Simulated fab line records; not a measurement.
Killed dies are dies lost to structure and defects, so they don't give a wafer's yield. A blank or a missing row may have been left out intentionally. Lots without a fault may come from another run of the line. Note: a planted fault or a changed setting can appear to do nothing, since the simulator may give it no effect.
Code-filled problem report in 8D (eight disciplines) form || flow nand_harc || the parts of the form that need people (team, actions taken, sign-off) are left out

== 1. THE ISSUE ==
killed_at_array at NHARC_END_SORT_01 reads a mean of 113 on 6 wafers of 2 lots; wafers without a fault read 27 with a standard deviation of 10. Measured from the usual mean, that is +8.6 standard deviations.
First observed at day 20 16:42: wafer L134.1, on prober-02. Wafers with a number at this step in the record: 8, from 3 lots. Rule for "out" (also "out of limits"): further than 4 standard deviations from the usual mean. Any other wafer with a number is counted as sound.

== 2. WHAT THIS IS AND IS NOT ==
{"question": "which readings at this step", "is": "killed_at_array, killed_dies", "is not": "killed_at_periphery, killed_short"}
{"question": "which lots", "is": "L134, L139", "is not": "L148"}
{"question": "which wafers of those lots", "is": "all that have a number", "is not": "-"}
{"question": "read on which gauges", "is": "prober-01, prober-02", "is not": "-"}
{"question": "when", "is": "from day 20 16:42", "is not": "up to then (0 sound wafers); but 2 sound wafers of L148 came after"}

== 3. THE SUSPECTS, EACH WITH WHAT RULES IT OUT ==
Counting: any tool at a process step up to the reading is kept as a suspect provided that every lot that is out went through it and no sound lot did after the first of them.
- the gauge at NHARC_END_SORT_01: ruled out. 2 gauges (prober-01, prober-02) read the wafers that are out.
- rie_diel-03 at NHARC_A_STAIRCASE_ETCH_294 (etches the open film in C4F8/O2/Ar, target depth 4992 nm, time 1212.4 s): kept. It ran every lot that is out, first L134 (day 12 04:25), and no sound lot after that.
- rie_diel-04 at NHARC_THIN_TSV_ETCHBACK_48 (etches the open film in C4F8/Ar, target depth 1028.5 nm, time 405.17 s): ruled out as a lasting fault. Sound lots L148 ran on it after its first lot that is out, L134 (day 19 12:44).
After counting, what remains is rie_diel-03 at NHARC_A_STAIRCASE_ETCH_294.

== 4. THE CAUSE (what the simulator had put in) ==
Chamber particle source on rie_diel-03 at NHARC_A_STAIRCASE_ETCH_294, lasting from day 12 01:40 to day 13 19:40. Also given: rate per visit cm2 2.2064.
This tool alone remained once counting was done.

== 5. SEQUENCE OF EFFECTS, ordered by route ==
Rows list readings where the struck wafers' mean (over those with a number) sits beyond 3 standard deviations from the usual. Only readings whose record carries a usual standard deviation are examined. hours: median over the lots of the time between each lot's start at the first step of this table that gives one and its start at this step. sigmas: the change, counted in usual standard deviations.
{"hours": 0, "step": "NHARC_END_SORT_01", "reading": "killed_at_array", "usual": 27, "on struck wafers": 113, "change": "+86", "sigmas": "+8.6"}
{"hours": 0, "step": "NHARC_END_SORT_01", "reading": "killed_dies", "usual": 31, "on struck wafers": 119, "change": "+88", "sigmas": "+8.8"}

== 6. HOW IT WOULD HAVE BEEN CAUGHT EARLIER ==
207 hours passed between the start of the fault at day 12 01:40 and the first reading out of limits at a measuring or inspecting step in this record, taken at day 20 16:42.
Of the tool readings at NHARC_A_STAIRCASE_ETCH_294 for which the record gives a usual standard deviation, none was out on any struck wafer, so an alarm limit of 4 standard deviations on them would not have fired.
By day 20 16:42 the whole set of lots that are out, 2 in number, had already begun NHARC_A_STAIRCASE_ETCH_294 on rie_diel-03. Holding the tool at that point would not have protected any of them.
